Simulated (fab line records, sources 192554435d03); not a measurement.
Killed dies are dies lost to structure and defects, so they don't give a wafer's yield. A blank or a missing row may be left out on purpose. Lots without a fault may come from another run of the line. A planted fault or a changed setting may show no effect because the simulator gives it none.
Chamber matching | flow n5_finfet | N5_MOL_CONTACT_COAG_ALD_131 on ald_sin-01: 4 sister chambers
The step deposits SiO2, target thk 5 nm, pulse time 1 s, co reactant pulse time 1 s. 8 wafers are shown with their chamber, then 8 later ones without.

WAFERS WITH THEIR CHAMBER
wafer  | chamber | heater_power_w (W) | susceptor_temp_C (C)
L082.6 | 0       | 78                 | 99.95
L084.5 | 0       | 78                 | 100.08
L085.3 | 1       | 95                 | 99.78
L088.6 | 2       | 74                 | 100.04
L092.1 | 1       | 92                 | 99.87
L092.4 | 2       | 72                 | 99.93
L092.6 | 3       | 70                 | 100.03
L093.1 | 3       | 70                 | 99.95

WAFERS WITHOUT THEIR CHAMBER
wafer  | heater_power_w (W) | susceptor_temp_C (C)
L093.5 | 70                 | 100.22
L093.6 | 72                 | 99.98
L095.2 | 73                 | 99.96
L095.3 | 72                 | 99.96
L095.5 | 81                 | 100.27
L097.1 | 92                 | 99.97
L097.2 | 73                 | 100.11
L097.4 | 70                 | 99.96

WHICH CHAMBER EACH WENT THROUGH
wafer  | from the rows above     | in truth
L093.5 | can't be placed: 3 or 2 | 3
L093.6 | can't be placed: 2 or 3 | 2
L095.2 | 2                       | 2
L095.3 | can't be placed: 2 or 3 | 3
L095.5 | 0                       | 0
L097.1 | 1                       | 1
L097.2 | can't be placed: 2 or 3 | 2
L097.4 | can't be placed: 3 or 2 | 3
Placed correctly: 3 of 8. Can't be placed from these rows: 5 (the true chamber is among the candidates in 5). Placed wrongly: 0.
How it was worked out, from the rows above alone: a wafer's distance from a chamber is the root of the sum, over the readings, of the square of ((its reading less the chamber's mean) divided by the reading's scatter). The wafer belongs to the nearest chamber; if the next one is less than 2 further off, it can't be placed. A chamber's mean is the mean of its shown wafers. The scatter: the root of (the sum of the squares of (reading less its chamber's mean) over the shown wafers, divided by (wafers less chambers)).
